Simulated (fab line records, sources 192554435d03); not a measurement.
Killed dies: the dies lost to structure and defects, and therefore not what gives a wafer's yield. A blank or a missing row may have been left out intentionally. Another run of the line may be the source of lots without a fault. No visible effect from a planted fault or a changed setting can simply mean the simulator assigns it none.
Matching of chambers | flow n5Finfet | 4 sister chambers for N5_STI_FIN_REVEAL_ALD_00 on aldSin-01
The step deposits SiO2, target thk 1 nm, pulse time 1 s. 4 wafers are shown with their chamber, then 11 later ones without.

## WAFERS WITH THEIR CHAMBER
wafer  | chamber | heaterPowerW (W)
L090.2 | 1       | 502
L090.5 | 0       | 514
L090.6 | 3       | 461
L091.2 | 2       | 473

## WAFERS WITH NO CHAMBER GIVEN
wafer  | heaterPowerW (W)
L091.5 | 491
L091.6 | 521
L092.1 | 467
L092.2 | 510
L092.5 | 524
L093.3 | 523
L093.4 | 502
L093.6 | 505
L094.3 | 520
L094.4 | 465
L094.5 | 471

## CHAMBER TAKEN BY EACH
wafer  | from the rows above          | in truth
L091.5 | can't be placed: 1 or 2 or 0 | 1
L091.6 | can't be placed: 0 or 1      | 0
L092.1 | can't be placed: 2 or 3      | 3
L092.2 | can't be placed: 0 or 1      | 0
L092.5 | can't be placed: 0 or 1      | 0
L093.3 | can't be placed: 0 or 1      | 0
L093.4 | can't be placed: 1 or 0      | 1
L093.6 | can't be placed: 1 or 0      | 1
L094.3 | can't be placed: 0 or 1      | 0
L094.4 | can't be placed: 3 or 2      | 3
L094.5 | can't be placed: 2 or 3      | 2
Correctly placed: 0 of 11. From these rows, 11 cannot be placed; in 11 the true chamber is one of the candidates. Wrongly placed: 0.
How it was worked out, from the rows above alone: a wafer's distance from a chamber is the root of the sum, over the readings, of the square of ((its reading less the chamber's mean) divided by the reading's scatter). If the next closest chamber is less than 2 further off than the closest, the wafer can't be placed; otherwise it belongs to the closest. For every chamber, the mean is computed from those of its wafers that are shown. The scatter (one wafer shown for each chamber): square how far every hidden wafer sits from the nearest shown wafer, average those squares and take the square root.
